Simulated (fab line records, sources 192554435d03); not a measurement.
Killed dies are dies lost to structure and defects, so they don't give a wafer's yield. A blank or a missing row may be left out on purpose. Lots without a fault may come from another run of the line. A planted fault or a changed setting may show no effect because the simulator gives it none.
Split-lot experiment | flow n5_finfet | 7 lots, 21 wafers read, on a route of 1938 steps

THE SPLIT
At N5_BEOL_M2_TRENCH_ETCH_37 (etches SiOC in C4F6/O2, target depth 55.555 nm, time 29.2 s), the setting time_s was moved away from the recipe's 29.2 s on 6 of the 21 wafers read, by -20.7% to +18.2%. The other wafers ran this setting at the recipe's value.

FROM THE SPLIT TO THE READING: what the file shows between them, 8 steps
- N5_BEOL_M2_ETCH_41: etches SiCN in CH3F/O2, target depth 29.9 nm, time 52.5 s
- N5_BEOL_M2_STRIP_97: strips in N2/H2, time 10 s
- N5_BEOL_M2_OCD_MEAS_38
- N5_BEOL_M2_SPUTTER_96: material Cu, target thk 4.5 nm, time 8.29 s (also split here: time_s)
- N5_BEOL_M2_ECD_50: material Cu, target thk 300 nm
- N5_BEOL_M2_ANNEAL_51: time 90 s
- N5_BEOL_M2_PRE_CLEAN_56: time 15 s
- N5_BEOL_M2_DEP_57: deposits SiCN from 3MS/NH3, target thk 8 nm, time 14 s

THE READING
M2_RS, in ohm/sq, at N5_BEOL_M2_RS_MEAS_58 (measures by four-point-probe). Fault-free wafers of this fab line usually give 0.67 ohm/sq, standard deviation 0.034 ohm/sq.

wafer  | tool, chamber at the split | time_s as run, s | against the recipe | M2_RS, ohm/sq | against lot-mates on the recipe
L074.1 | rie_diel-01, 3             | 31.42            | +7.6%              | 0.62          | -0.08
L074.3 | rie_diel-01, 0             | 29.2             | recipe             | 0.66          | -
L074.5 | rie_diel-01, 2             | 29.2             | recipe             | 0.74          | -
L080.2 | rie_diel-03, 3             | 29.2             | recipe             | 0.68          | -
L080.5 | rie_diel-03, 3             | 29.2             | recipe             | 0.67          | -
L080.6 | rie_diel-03, 0             | 23.16            | -20.7%             | 1.00          | +0.32
L083.1 | rie_diel-06, 2             | 29.2             | recipe             | 0.67          | -
L083.2 | rie_diel-06, 1             | 29.2             | recipe             | 0.70          | -
L083.5 | rie_diel-06, 1             | 29.2             | recipe             | 0.68          | -
L086.3 | rie_diel-01, 1             | 34.5             | +18.2%             | 0.51          | -0.18
L086.4 | rie_diel-01, 3             | 29.2             | recipe             | 0.69          | -
L086.6 | rie_diel-01, 1             | 34.5             | +18.2%             | 0.53          | -0.16
L091.1 | rie_diel-03, 3             | 29.2             | recipe             | 0.70          | -
L091.2 | rie_diel-03, 0             | 29.2             | recipe             | 0.69          | -
L091.5 | rie_diel-03, 1             | 29.2             | recipe             | 0.71          | -
L093.3 | rie_diel-06, 2             | 31.11            | +6.5%              | 0.57          | -0.04
L093.5 | rie_diel-06, 0             | 31.11            | +6.5%              | 0.59          | -0.02
L093.6 | rie_diel-06, 3             | 29.2             | recipe             | 0.61          | -
L097.3 | rie_diel-01, 3             | 29.2             | recipe             | 0.64          | -
L097.4 | rie_diel-01, 1             | 29.2             | recipe             | 0.68          | -
L097.6 | rie_diel-01, 1             | 29.2             | recipe             | 0.71          | -

THE FIT
A straight line over all 21 wafers: M2_RS changes by -0.0118 ohm/sq for each +1% of time_s; r = -0.93; the points scatter about the line by 0.037 ohm/sq.
The same after taking each lot's own level away (the mean of its wafers on the recipe; 21 wafers): -0.0117 ohm/sq for each +1%; r = -0.95; scatter 0.031 ohm/sq.
On that fit, the largest move of time_s shifts the reading by 0.24 ohm/sq.
The lots' own levels span 0.610 to 0.700 ohm/sq, that is 2.6 times the standard deviation above.
So the lot-to-lot level changes the slope little: the two slopes agree.
Check: with one of the wafers moved furthest among these (-20.7%) left out of the fit, the line predicts +0.189 ohm/sq for it against its lot-mates. It came out at +0.325 ohm/sq against them.

OTHER SPLITS ON THESE WAFERS
These wafers also went through other splits before the reading. Each is held against what the fit with the lots' levels taken away leaves over:
other split on the same wafers              | wafers away from the commonest value | r with M2_RS (lot level and that fit taken away)
N5_BEOL_M0_SAQP_SPACER2_ALD_26 target_thk_a | 7                                    | +0.38
N5_BEOL_M0_SAQP_EXPOSE_37 dose_mj           | 5                                    | -0.16
N5_BEOL_M0_DEP_125 time_s                   | 11                                   | -0.15
N5_BEOL_M2_SPUTTER_96 time_s                | 8                                    | +0.20

THE WHOLE CHAIN: every reading that the file lists as answering this split, in the file's order
step                      | what it does                                                | reading                                                                   | change (the file's fit)               | r (the file's)
N5_BEOL_M2_TRENCH_ETCH_37 | etches SiOC in C4F6/O2, target depth 55.555 nm, time 29.2 s | BEOL_M2.feature_depth_nm (the simulator's own value, which no gauge read) | +0.527 nm for each +1% of the setting | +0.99
N5_BEOL_M2_TRENCH_ETCH_37 | etches SiOC in C4F6/O2, target depth 55.555 nm, time 29.2 s | etch.depth_nm (the simulator's own value, which no gauge read)            | +0.528 nm for each +1% of the setting | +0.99
N5_BEOL_M2_OCD_MEAS_38    |                                                             | trench_depth_nm                                                           | +0.533 nm for each +1% of the setting | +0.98
N5_BEOL_M2_RS_MEAS_58     | measures by four-point-probe                                | M2_RS                                                                     | -0.0123 for each +1% of the setting   | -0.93

THE FILE'S OWN FIT
M2_RS changes by -0.0123 ohm/sq for each +1% of time_s, r = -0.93.
